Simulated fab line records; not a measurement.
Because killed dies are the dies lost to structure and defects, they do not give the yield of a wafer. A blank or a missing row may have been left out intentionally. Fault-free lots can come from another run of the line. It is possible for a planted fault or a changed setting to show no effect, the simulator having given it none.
A struck lot beside a sound one :: flow n5 finfet :: 27 steps out of a route of 1938
Sound: wafers L225.2, L225.4, L225.6. Struck: wafers L235.3, L235.4, L235.5. The cause is given at the end.
Per side, at each step with rows, come the tool, then ch with its chambers, and then its first start. Under that, the readings that differ: sound wafers :: struck wafers :: difference of the means :: sigmas: that difference in standard deviations of wafers without a fault.
alike: readings whose means differ by less than 2 such deviations, and words and numbers that are the same on both sides. not compared: withheld readings, readings that some wafer has no value for, bounds like >300 that may hide the same value, and numbers for which the record gives no deviation and whose values overlap.
A row with sigmas, a row that says differs or no value, or rows on one side alone: a step with any of these is where the two part. Numbers that have no deviation but don't overlap get no sigmas and don't part them. A reading that every wafer of one side lacks parts them only if that side has two wafers or more.

N5_BEOL_M15_STRIP_63: strips in O2.
  sound: rie diel-01 ch 0,1,3; struck: rie diel-02 ch 1,3
  alike: drypump motor current A, oes product au, rf vpp V, showerhead plenum p Torr, throttle valve pct
  not compared: rf hours counter h
N5_BEOL_M15_STRIP_64: strips in O2.
  sound: rie diel-01 ch 0,1,3; struck: rie diel-02 ch 1,3
  alike: drypump motor current A, oes product au, rf vpp V, showerhead plenum p Torr, throttle valve pct
  not compared: rf hours counter h
then, 2 steps without rows for these wafers: N5_BEOL_M15_STRIP_65 (strips in post etch residue remover, time 60 s); N5_BEOL_M15_SRD_66 (time 30 s, dry time 30 s).
N5_BEOL_M15_CD_MEAS_17 targets a cd of 360 nm.
  sound: cd sem-02 at day 15 02:41; struck: cd sem-02 at day 17 02:56
  alike: cd nm
then, 7 steps without rows for these wafers: N5_BEOL_M15_COAT_56 (time 60 s, resist thk 550 nm); N5_BEOL_M15_ETCH_57 (etches SOC in N2/H2, time 750 s); N5_BEOL_M15_COAT_60 (time 60 s, resist thk 89 nm); N5_BEOL_M15_COAT_22 (resist thk 800 nm); N5_BEOL_M15_EBR_24; N5_BEOL_M15_SOFTBAKE_23 (time 60 s); N5_BEOL_M15_EXPOSE_25 (exposes mask M15, target cd 400 nm).
N5_BEOL_M15_PEB_26: peb time 90 s.
  sound on litho track-05 ch 0, day 15 03:34; struck on litho track-02 ch 0, day 17 03:50
reading: heater power total W (W)
sound: 172.8 172.6 171.9
struck: 166.3 167.4 168.1
difference: -5.2
sigmas: -7

reading: plate temp C (C)
sound: 129.97 129.71 129.56
struck: 126.95 126.80 126.85
difference: -2.88
sigmas: -22
then, 2 steps without rows for these wafers: N5_BEOL_M15_DEVELOP_27 (develop time 45 s); N5_BEOL_M15_HARDBAKE_32 (time 120 s).
N5_BEOL_M15_CD_MEAS_28 targets a cd of 407.6 nm.
  sound on cd sem-02 ch 0, day 15 03:41; struck on cd sem-03 ch 0, day 17 03:56
reading: cd nm (nm)
sound: 405.8 407.9 408.2
struck: 398.4 396.0 397.2
difference: -10.1
sigmas: -4
N5_BEOL_M15_OVL_MEAS_29:
  sound on overlay-01 ch 0, day 15 03:43; struck on overlay-01 ch 0, day 17 03:58
  alike: M15_OVL
N5_BEOL_M15_INSPECT_30: inspects for defects (macro).
  sound: defect inspect-02 at day 15 03:44; struck: defect inspect-02 at day 17 04:00
  alike: raw defect count
N5_BEOL_M15_DESCUM_33: chemistry O2, time 7.9 s.
  sound on rie diel-01 ch 0,2, day 15 03:56; struck on rie diel-02 ch 0,3, day 17 04:02
reading: drypump motor current A (A)
sound: 6.4 6.1 6.4
struck: 5.6 5.3 5.3
difference: -0.9
sigmas: -2

reading: model.BEOL_M15.cd nm (nm)
sound: 405.6 407.6 407.8
struck: 398.6 396 397
difference: -9.8
sigmas: 
  alike: oes product au, rf vpp V, showerhead plenum p Torr, throttle valve pct
  not compared: rf hours counter h
then, 1 step without rows for these wafers: N5_BEOL_M15_ETCH_61 (etches BARC in N2/H2, target depth 89 nm, overetch 26.7 nm, time 67.9 s).
N5_BEOL_M15_TRENCH_ETCH_34: etches SiO2 in C4F8/O2/Ar, target depth 872.93 nm, time 199 s.
  sound on rie diel-01 ch 0,2, day 15 04:01; struck on rie diel-02 ch 0,3, day 17 04:07
reading: drypump motor current A (A)
sound: 6.4 6.1 6.4
struck: 5.6 5.3 5.3
difference: -0.9
sigmas: -2
  alike: bias w, oes product au, rf vpp V, showerhead plenum p Torr, throttle valve pct
  not compared: rf hours counter h
N5_BEOL_M15_STRIP_36: strips in O2.
  sound on rie diel-02 ch 0,1,2, day 15 04:41; struck on rie diel-02 ch 0,2,3, day 17 05:46
  alike: drypump motor current A, oes product au, rf vpp V, showerhead plenum p Torr, throttle valve pct
  not compared: rf hours counter h
N5_BEOL_M15_STRIP_62: strips in O2.
  sound: rie diel-02 ch 0,1,2; struck: rie diel-02 ch 0,2,3
  alike: drypump motor current A, oes product au, rf vpp V, showerhead plenum p Torr, throttle valve pct
  not compared: rf hours counter h
then, 1 step without rows for these wafers: N5_BEOL_M15_STRIP_37 (strips in O2).
N5_BEOL_M15_ETCH_38: etches SiCN in CF4/N2, target depth 106.4 nm, time 120.5 s.
  sound: rie diel-02 ch 0,1,2; struck: rie diel-02 ch 0,2,3
reading: model.BEOL_M15.cd nm (nm)
sound: 396.6 400 400
struck: 391.8 390 391.6
difference: -7.7
sigmas: 
  alike: bias w, drypump motor current A, oes product au, rf vpp V, showerhead plenum p Torr, throttle valve pct
  not compared: rf hours counter h
then, 1 step without rows for these wafers: N5_BEOL_M15_PRECLEAN_39 (cleans in residue remover, time 60 s).
N5_PASSIVATION_PROBE_49:
  only the struck wafers here have rows in the record (prober-02, day 17 22:15); the sound ones have none

## WHERE THEY PART
Earliest at N5_BEOL_M15_PEB_26; latest, in this record, at N5_PASSIVATION_PROBE_49.

WHY: the cause the simulator had injected
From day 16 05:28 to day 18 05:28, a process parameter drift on litho track-02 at N5_BEOL_M15_PEB_26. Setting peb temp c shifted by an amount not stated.
